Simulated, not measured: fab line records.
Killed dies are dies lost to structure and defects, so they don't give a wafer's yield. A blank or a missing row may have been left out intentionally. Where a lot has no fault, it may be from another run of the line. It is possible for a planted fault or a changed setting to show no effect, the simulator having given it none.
Split-lot trial + flow n5 finfet + 21 wafers read from 7 lots, route of 1938 steps

SPLIT DETAILS
At N5_BEOL_M13_SPUTTER_43 (material TaN, target thk 15 nm, time 24.19 s), the setting time s was moved away from the recipe's 24.19 s on 7 of the 21 wafers read, by +6.6% to +14.0%. The other wafers ran this setting at the recipe's value.

The reading is taken at the split's own step.

THE READING
TaN_of_BEOL_M13_SPUTTER_43.thk nm (the simulator's own value, which no gauge read), in nm, at N5_BEOL_M13_SPUTTER_43 (material TaN, target thk 15 nm, time 24.19 s). The file gives no usual value for it. Across the 14 wafers here that went through the recipe, the average is 15.1 nm and the standard deviation 0.27 nm.

| wafer  | tool, chamber at the split | time s as run, s | against the recipe | TaN_of_BEOL_M13_SPUTTER_43.thk nm, nm | against lot-mates on the recipe |
|--------|----------------------------|------------------|--------------------|---------------------------------------|---------------------------------|
| L077.1 | pvd sputter-01, -          | 24.19            | recipe             | 15.6                                  | -                               |
| L077.4 | pvd sputter-01, -          | 24.19            | recipe             | 15.4                                  | -                               |
| L077.5 | pvd sputter-01, -          | 24.19            | recipe             | 15.4                                  | -                               |
| L081.2 | pvd sputter-02, -          | 26.34            | +8.9%              | 16.4                                  | +1.6                            |
| L081.4 | pvd sputter-02, -          | 24.19            | recipe             | 14.8                                  | -                               |
| L081.6 | pvd sputter-02, -          | 26.34            | +8.9%              | 16                                    | +1.2                            |
| L083.2 | pvd sputter-02, -          | 25.92            | +7.2%              | 16                                    | +1.2                            |
| L083.5 | pvd sputter-02, -          | 25.92            | +7.2%              | 15.6                                  | +0.8                            |
| L083.6 | pvd sputter-02, -          | 24.19            | recipe             | 14.8                                  | -                               |
| L084.2 | pvd sputter-03, -          | 24.19            | recipe             | 14.8                                  | -                               |
| L084.4 | pvd sputter-03, -          | 24.19            | recipe             | 14.8                                  | -                               |
| L084.3 | pvd sputter-03, -          | 27.58            | +14.0%             | 17.2                                  | +2.4                            |
| L086.3 | pvd sputter-03, -          | 24.19            | recipe             | 15.2                                  | -                               |
| L086.4 | pvd sputter-03, -          | 24.19            | recipe             | 14.8                                  | -                               |
| L086.5 | pvd sputter-03, -          | 24.19            | recipe             | 14.8                                  | -                               |
| L089.1 | pvd sputter-01, -          | 24.19            | recipe             | 15.2                                  | -                               |
| L089.5 | pvd sputter-01, -          | 24.19            | recipe             | 15.2                                  | -                               |
| L089.6 | pvd sputter-01, -          | 24.19            | recipe             | 15                                    | -                               |
| L097.1 | pvd sputter-01, -          | 25.78            | +6.6%              | 16.2                                  | +1.0                            |
| L097.6 | pvd sputter-01, -          | 25.78            | +6.6%              | 16.2                                  | +1.0                            |
| L097.3 | pvd sputter-01, -          | 24.19            | recipe             | 15.2                                  | -                               |

FIT RESULTS
A straight line over all 21 wafers: TaN_of_BEOL_M13_SPUTTER_43.thk nm changes by +0.139 nm for each +1% of time s; r = +0.91; the points scatter about the line by 0.28 nm.
The same after taking each lot's own level away (the mean of its wafers on the recipe; 21 wafers): +0.16 nm for each +1%; r = +0.98; scatter 0.14 nm.
The reading moves by 2.2 nm for the largest change in time s, on that fit.
Measured against the standard deviation above, the lots' own levels, which go from 14.80 to 15.47 nm, span 2.5 times it.
In other words, the slope is changed by the lot-to-lot level; the two fits disagree.
Check: with one of the wafers moved furthest among these (+14.0%) left out of the fit, the line predicts +2.12 nm for it against its lot-mates. Against them it came out at +2.4 nm.

OTHER SPLITS APPLIED TO THESE WAFERS
Other splits were also applied to these wafers ahead of the reading. Each is held against what the fit with the lots' levels taken away leaves over:
| other split on the same wafers     | wafers away from the commonest value | r with TaN_of_BEOL_M13_SPUTTER_43.thk nm (lot level and that fit taken away) |
|------------------------------------|--------------------------------------|------------------------------------------------------------------------------|
| N5_BEOL_M9_DESCUM_16 time s        | 6                                    | +0.12                                                                        |
| N5_BEOL_M10_PEB_26 peb time s      | 5                                    | -0.14                                                                        |
| N5_BEOL_M11_HM_DEP_02 target thk a | 8                                    | -0.12                                                                        |
| N5_BEOL_M11_COAT_05 spin rpm       | 9                                    | -0.29                                                                        |
| N5_BEOL_M12_COAT_58 spin rpm       | 6                                    | +0.09                                                                        |
| N5_BEOL_M12_ETCH_59 bias w         | 4                                    | +0.05                                                                        |
| N5_BEOL_M13_ETCH_68 time s         | 4                                    | -0.30                                                                        |

FILE'S OWN FIT
TaN_of_BEOL_M13_SPUTTER_43.thk nm changes by +0.162 nm for each +1% of time s, r = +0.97.
